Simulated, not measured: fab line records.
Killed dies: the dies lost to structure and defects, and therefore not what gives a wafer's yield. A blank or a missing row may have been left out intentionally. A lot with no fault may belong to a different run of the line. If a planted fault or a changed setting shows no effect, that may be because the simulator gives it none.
fab line records + flow nandHarc
record
- lots=6
- wafers=18
- lastDay=33
route steps=1302 shown A_WL_FILL@971 A_CONTACT@983
lots untouched by any fault: they come from a run of this same line in which no faults occurred
startH: hours from the record's opening day to when the first of the lot's shown wafers began + waitH: hours from the lot's prior step to this one + " the same as in the row above + L1.1+2: a single row standing in for several wafers + - no value, or no start was given + * or withheld: withheld + < > ~ a bound
route shown NAME@n: NAME is a module with steps in the file, n the number in the route of the first one + usual: mean/standard deviation of fault-free wafers + same: alike in all rows + chamber/n: place in a boat + sites: each site's reading + _std_site: the values' standard deviation + _edge_site: mean of outer sites minus mean of inner sites + radiusMm: for every site, how far away it sits from the centre of the wafer + mask NAME#n: copy n + behind: the last tool/chamber to shape the wafer + hold: reason for holding the lot/hours on hold/outcome of the hold + device: names the non-switching transistor (n, p or np) + end of line: the tests these same wafers got at the end of their route + a step given without rows: its recipe and nothing more + killed: dies that structure and defects cost at the first sort, which is not the same as the wafer's yield + map: per-die view of a wafer (x killed, . not killed, _ where there is no die)
set.NAME: setting as actually run; set.NAME@STEP: the setting as run at that earlier step + model.NAME: the simulator's own value behind a step, which no gauge read
lots at selected steps of the route; one table per step, one row per wafer
services: a tool's chamber out of use, with start hour (startH, from the record's first day; less than 0 if before it), hours out, and reason
## steps
# step NHARC_A_WL_FILL_CVD_23
# recipe
- targetThkA=400
- tempC=620
- pressureMtorr=200
- timeS=800
- material=poly-Si
# step NHARC_A_WL_FILL_ETCHBACK_26
# recipe
- targetDepthA=520
- timeS=13.3
- hbrFlowSccm=150
- rfW=350
- icpW=350
- biasW=60
- chemistry=HBr
# usual
- drypumpMotorCurrentA=5.73/0.27
- oesProductAu=1.000/0.0087
- throttleValvePct=23.266/0.0095
| lot.wafer | tool     | chamber | startH | waitH | drypumpMotorCurrentA | oesProductAu | rfHoursCounterH | throttleValvePct |
|-----------|----------|---------|--------|-------|----------------------|--------------|-----------------|------------------|
| L431.3    | rieSi-03 | 3       | 525.20 | 0.4   | 6.13                 | 0.998        | 0.70            | 23.289           |
| L431.2    | "        | 1       | "      | "     | 5.26                 | 0.987        | 0.88            | 23.279           |
| L431.5    | "        | 1       | "      | "     | 5.26                 | 0.997        | -               | 23.246           |
| L436.3    | rieSi-05 | 0       | 598.55 | 0.4   | 5.91                 | 1.014        | 0.77            | 23.277           |
| L436.4    | "        | 2       | "      | "     | 5.53                 | 1.011        | 0.69            | 23.272           |
| L436.6    | "        | 0       | "      | "     | 5.92                 | 1.006        | -               | 23.271           |
| L438.3    | rieSi-05 | 2       | 605.32 | 0.4   | 5.51                 | 1.006        | 0.73            | 23.261           |
| L438.4    | "        | 3       | "      | "     | 5.66                 | 1.003        | 0.81            | 23.259           |
| L438.6    | "        | 1       | "      | "     | 5.89                 | 1.003        | -               | 23.257           |
| L447.1    | rieSi-03 | 1       | 684.10 | 0.4   | 5.27                 | 0.992        | 0.55            | 23.262           |
| L447.2    | "        | 2       | "      | "     | 6.04                 | 1.004        | 0.50            | 23.262           |
| L447.4    | "        | 3       | "      | "     | 6.12                 | 1.005        | 0.58            | 23.277           |
| L449.3    | rieSi-05 | 2       | 700.60 | 0.4   | 5.51                 | 1.013        | 0.18            | 23.268           |
| L449.1    | "        | 0       | "      | "     | 5.92                 | 1.014        | 0.24            | 23.263           |
| L449.5    | "        | 2       | "      | "     | 5.50                 | 1.012        | -               | 23.270           |
| L448.4    | rieSi-03 | 1       | 712.45 | 0.4   | 5.27                 | 0.985        | 0.78            | 23.266           |
| L448.6    | "        | 0       | "      | "     | 5.71                 | 0.993        | -               | 23.280           |
| L448.5    | "        | 1       | "      | "     | 5.25                 | 0.982        | -               | 23.259           |
# step NHARC_A_WL_FILL_PRECLEAN_30
# recipe
- timeS=10
- chemistry=dHF
# step NHARC_A_WL_FILL_SRD_14
# step NHARC_A_WL_FILL_ALD_19
# recipe
- targetThkA=20
- pulseTimeS=3
- aldCycles=100
- tempC=450
- material=TiN
# usual
- heaterPowerW=1064/78
- precursorPulseHeightRel=1.000/0.017
| lot.wafer | tool        | chamber | startH | waitH | heaterPowerW | precursorPulseHeightRel |
|-----------|-------------|---------|--------|-------|--------------|-------------------------|
| L431.3    | aldMetal-01 | 3       | 525.48 | 0.1   | 1085         | 0.996                   |
| L431.2    | "           | 1       | "      | "     | 1096         | 0.989                   |
| L431.5    | "           | 0       | "      | "     | 1039         | 0.994                   |
| L436.3    | aldMetal-01 | 2       | 598.82 | 0.1   | 1177         | 1.020                   |
| L436.4    | "           | 1       | "      | "     | 1054         | 0.986                   |
| L436.6    | "           | 2       | "      | "     | 1194         | 1.016                   |
| L438.4    | aldMetal-04 | 1       | 605.57 | 0.1   | 1043         | 0.973                   |
| L438.3    | "           | 2       | "      | "     | 1161         | 0.976                   |
| L438.6    | "           | 2       | "      | "     | 1190         | 0.997                   |
| L447.4    | aldMetal-02 | 0       | 684.37 | 0.1   | 1009         | 0.990                   |
| L447.1    | "           | 2       | "      | "     | 1143         | 0.967                   |
| L447.2    | "           | 3       | "      | "     | 955          | 1.032                   |
| L449.3    | aldMetal-02 | 2       | 700.88 | 0.1   | 1137         | 1.009                   |
| L449.1    | "           | 0       | "      | "     | 1001         | 1.001                   |
| L449.5    | "           | 2       | "      | "     | 1163         | 1.007                   |
| L448.4    | aldMetal-02 | 3       | 712.76 | 0.2   | 974          | 0.989                   |
| L448.5    | "           | 0       | "      | "     | 1039         | 1.024                   |
| L448.6    | "           | 1       | "      | "     | 1091         | 0.959                   |
# step NHARC_A_WL_FILL_CVD_20
# recipe
- targetThkA=1000
- tempC=400
- pressureTorr=40
- wf6FlowSccm=40
- h2FlowSccm=1600
- arFlowSccm=1560
- timeS=74
- material=W
# usual
- heaterPowerW=834/85
- throttleValvePct=7.9/0.38
| lot.wafer | tool    | chamber | startH | waitH | heaterPowerW | throttleValvePct |
|-----------|---------|---------|--------|-------|--------------|------------------|
| L431.2    | cvdW-02 | 1       | -      | -     | 917          | 8.4              |
| L431.3    | "       | 0       | "      | "     | 875          | 7.9              |
| L431.5    | "       | 1       | "      | "     | 905          | 7.9              |
| L436.4    | cvdW-02 | 0       | -      | -     | 909          | 7.9              |
| L436.3    | "       | 1       | "      | "     | 920          | 8.0              |
| L436.6    | "       | 1       | "      | "     | 936          | 8.2              |
| L438.4    | cvdW-02 | 0       | -      | -     | 895          | 8.0              |
| L438.3    | "       | 1       | "      | "     | 919          | 8.3              |
| L438.6    | "       | 1       | "      | "     | 924          | 8.3              |
| L447.2    | cvdW-01 | 1       | -      | -     | 859          | 8.3              |
| L447.1    | "       | 0       | "      | "     | 708          | 7.3              |
| L447.4    | "       | 1       | "      | "     | 854          | 8.7              |
| L449.1    | cvdW-01 | 1       | -      | -     | 863          | 8.6              |
| L449.3    | "       | 0       | "      | "     | 713          | 7.7              |
| L449.5    | "       | 1       | "      | "     | 874          | 8.4              |
| L448.4    | cvdW-01 | 0       | -      | -     | 706          | 7.6              |
| L448.6    | "       | 1       | "      | "     | 864          | 8.6              |
| L448.5    | "       | 0       | "      | "     | 699          | 7.4              |
# step NHARC_A_WL_FILL_CMP_12
# recipe
- tOverpolishS=30
- targetThkNm=100
# usual
- motorCurrentA=12.3/1.3
- overpolishRunS=30.001/0.0087
- timeToEndpointS=19.8/2
| lot.wafer | tool   | chamber | startH | waitH | motorCurrentA | overpolishRunS | timeToEndpointS |
|-----------|--------|---------|--------|-------|---------------|----------------|-----------------|
| L431.3    | cmp-04 | 0       | 525.91 | 0.2   | 14.8          | 30.006         | 22.2            |
| L431.2    | "      | 1       | "      | "     | 14.0          | 29.995         | 20.6            |
| L431.5    | "      | 2       | "      | "     | 10.7          | 29.997         | 19.9            |
| L436.4    | cmp-04 | 1       | 599.22 | 0.1   | 14.0          | 29.993         | 20.5            |
| L436.3    | "      | 3       | "      | "     | 10.4          | 30.007         | 22.4            |
| L436.6    | "      | 0       | "      | "     | 14.3          | 30.010         | 22.4            |
| L438.3    | cmp-04 | 2       | 605.98 | 0.1   | 10.3          | 30.001         | 20.6            |
| L438.4    | "      | 0       | "      | "     | 14.5          | 30.012         | 21.4            |
| L438.6    | "      | 1       | "      | "     | 14.5          | 30.010         | 21.1            |
| L447.2    | cmp-03 | 0       | 684.75 | 0.2   | 11.2          | 29.980         | 21.6            |
| L447.1    | "      | 1       | "      | "     | 12.9          | 30.008         | 20.5            |
| L447.4    | "      | 2       | "      | "     | 11.6          | 30.002         | 21.3            |
| L449.3    | cmp-03 | 3       | 701.26 | 0.1   | 12.4          | 29.997         | 18.8            |
| L449.1    | "      | 0       | "      | "     | 11.6          | 29.999         | 17.5            |
| L449.5    | "      | 0       | "      | "     | 10.9          | 30.008         | 19.9            |
| L448.4    | cmp-01 | 0       | 713.10 | 0.1   | 12.5          | 29.989         | 20.5            |
| L448.6    | "      | 3       | "      | "     | 13.0          | 29.999         | 22.4            |
| L448.5    | "      | 0       | "      | "     | 12.7          | 29.994         | 15.8            |
# step NHARC_A_WL_FILL_SRD_31
# step NHARC_A_WL_FILL_INSPECT_15
# usual
- rawDefectCount=467/110
| lot.wafer | tool             | chamber | startH | waitH | rawDefectCount |
|-----------|------------------|---------|--------|-------|----------------|
| L431.2    | defectInspect-01 | -       | 526.35 | 0.0   | 492            |
| L431.3    | "                | -       | "      | "     | 461            |
| L431.5    | "                | -       | "      | "     | 415            |
| L436.3    | defectInspect-01 | -       | 599.66 | 0.0   | 519            |
| L436.4    | "                | -       | "      | "     | 409            |
| L436.6    | "                | -       | "      | "     | 481            |
| L438.3    | defectInspect-01 | -       | 606.46 | 0.1   | 421            |
| L438.4    | "                | -       | "      | "     | 361            |
| L438.6    | "                | -       | "      | "     | 367            |
| L447.1    | defectInspect-02 | -       | 685.23 | 0.0   | 482            |
| L447.2    | "                | -       | "      | "     | 598            |
| L447.4    | "                | -       | "      | "     | 580            |
| L449.1    | defectInspect-01 | -       | 701.75 | 0.0   | 401            |
| L449.3    | "                | -       | "      | "     | 405            |
| L449.5    | "                | -       | "      | "     | 389            |
| L448.4    | defectInspect-02 | -       | 713.55 | 0.0   | 312            |
| L448.5    | "                | -       | "      | "     | 385            |
| L448.6    | "                | -       | "      | "     | 295            |
# step NHARC_A_CONTACT_DEP_24
# recipe
- targetThkA=5000
- tempC=400
- pressureTorr=6.5
- rfW=900
- teosFlowSccm=161.4
- flowSccm=2650
- targetThkNm=500
- gas=O2
- material=SiO2
# usual
- chamberPressureTorr=6.500/0.013
- heaterPowerOuterW=295/45
- heaterPowerW=540/71
- throttleValvePct=16.0/0.5
| lot.wafer | tool     | chamber | startH | waitH | chamberPressureTorr | heaterPowerOuterW | heaterPowerW | throttleValvePct |
|-----------|----------|---------|--------|-------|---------------------|-------------------|--------------|------------------|
| L431.2    | pecvd-02 | 1       | 526.48 | 0.1   | 6.492               | 257               | 452          | 15.6             |
| L431.3    | "        | 2       | "      | "     | 6.517               | 229               | 455          | 16.3             |
| L431.5    | "        | 2       | "      | "     | 6.525               | 253               | 471          | 16.1             |
| L436.3    | pecvd-04 | 1       | 599.73 | 0.1   | 6.498               | 231               | 436          | 16.1             |
| L436.6    | "        | 1       | "      | "     | 6.504               | 249               | 466          | 16.3             |
| L436.4    | "        | 2       | "      | "     | 6.517               | 401               | 649          | 16.7             |
| L438.3    | pecvd-01 | 1       | 606.59 | 0.1   | 6.496               | 296               | 537          | 15.3             |
| L438.4    | "        | 1       | "      | "     | 6.516               | 317               | 548          | 15.4             |
| L438.6    | "        | 2       | "      | "     | 6.488               | 281               | 523          | 15.6             |
| L447.2    | pecvd-02 | 2       | 685.30 | 0.1   | -                   | -                 | -            | -                |
| L447.1    | "        | 0       | "      | "     | -                   | -                 | -            | -                |
| L447.4    | "        | 0       | "      | "     | -                   | -                 | -            | -                |
| L449.3    | pecvd-04 | 0       | 701.88 | 0.1   | -                   | -                 | -            | -                |
| L449.1    | "        | 1       | "      | "     | -                   | -                 | -            | -                |
| L449.5    | "        | 0       | "      | "     | -                   | -                 | -            | -                |
| L448.4    | pecvd-01 | 1       | 713.80 | 0.2   | 6.505               | 324               | 559          | 15.3             |
| L448.6    | "        | 2       | "      | "     | 6.485               | 218               | 433          | 15.5             |
| L448.5    | "        | 0       | "      | "     | 6.512               | 319               | 607          | 15.9             |
## services
| tool        | chamber | startH | hours | kind   |
|-------------|---------|--------|-------|--------|
| cvdW-01     | 0       | 502.85 | 18.8  | repair |
| cmp-04      | -       | 503.13 | 4.0   | pm     |
| rieSi-03    | 0       | 510.09 | 16.3  | repair |
| pecvd-04    | -       | 518.75 | 1.7   | repair |
| aldMetal-01 | -       | 526.00 | 10.0  | pm     |
| cmp-03      | -       | 531.15 | 1.0   | repair |
| pecvd-01    | 0       | 543.82 | 6.2   | repair |
| cvdW-01     | -       | 547.05 | 13.0  | pm     |
| rieSi-05    | 1       | 549.60 | 1.0   | repair |
| cmp-03      | -       | 554.44 | 4.0   | pm     |
| rieSi-03    | -       | 575.00 | 9.0   | pm     |
| cvdW-02     | 1       | 580.92 | 6.7   | repair |
| cmp-04      | -       | 601.13 | 4.0   | pm     |
| aldMetal-02 | -       | 610.18 | 10.0  | pm     |
| rieSi-05    | 0       | 614.19 | 12.2  | repair |
| aldMetal-02 | -       | 629.61 | 0.4   | repair |
| cvdW-02     | -       | 631.08 | 13.0  | pm     |
| rieSi-03    | 0       | 638.41 | 9.4   | repair |
| cmp-04      | -       | 642.33 | 1.6   | repair |
| rieSi-05    | -       | 659.00 | 9.0   | pm     |
| rieSi-05    | -       | 673.36 | 0.8   | repair |
| rieSi-03    | 0       | 688.00 | 5.4   | repair |
| cmp-04      | -       | 699.13 | 4.0   | pm     |
| cvdW-02     | -       | 706.83 | 0.3   | repair |
## key
firstSign
- step=NHARC_A_CONTACT_DEP_24
- reading=toolRecord
- direction=missing
effect none on later readings
metAt NHARC_A_CONTACT_DEP_24
struckWafers L447.1,L447.2,L447.4,L449.1,L449.3,L449.5
laterRowsLeftOut L447.1,L447.2,L447.4,L449.1,L449.3,L449.5
sortLeftOut L447.1,L447.2,L447.4,L449.1,L449.3,L449.5
testerLeftOut L447,L449
onsetBetween 599.73 685.30
fault
- kind=skippedStepWhole
- tool=pecvd-02,pecvd-04
- chamber=-
- onsetH=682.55
- steps=NHARC_A_CONTACT_DEP_24
- scope=struckLotsOnly
# testerLeftOut: of these lots the tester's yield and bins aren't shown, on N5 and GAA mostly nor the transistor test; their killed dies are dies lost to structure and defects alone, not to doping, threshold or leakage, so they don't give the yield
# sortLeftOut: the simulated sort isn't trusted on such a fault, so these wafers' sort isn't shown, and their yield isn't known
# laterRowsLeftOut: the simulator's readings of these wafers behind a module that went badly wrong aren't trusted and aren't shown, but for the sort
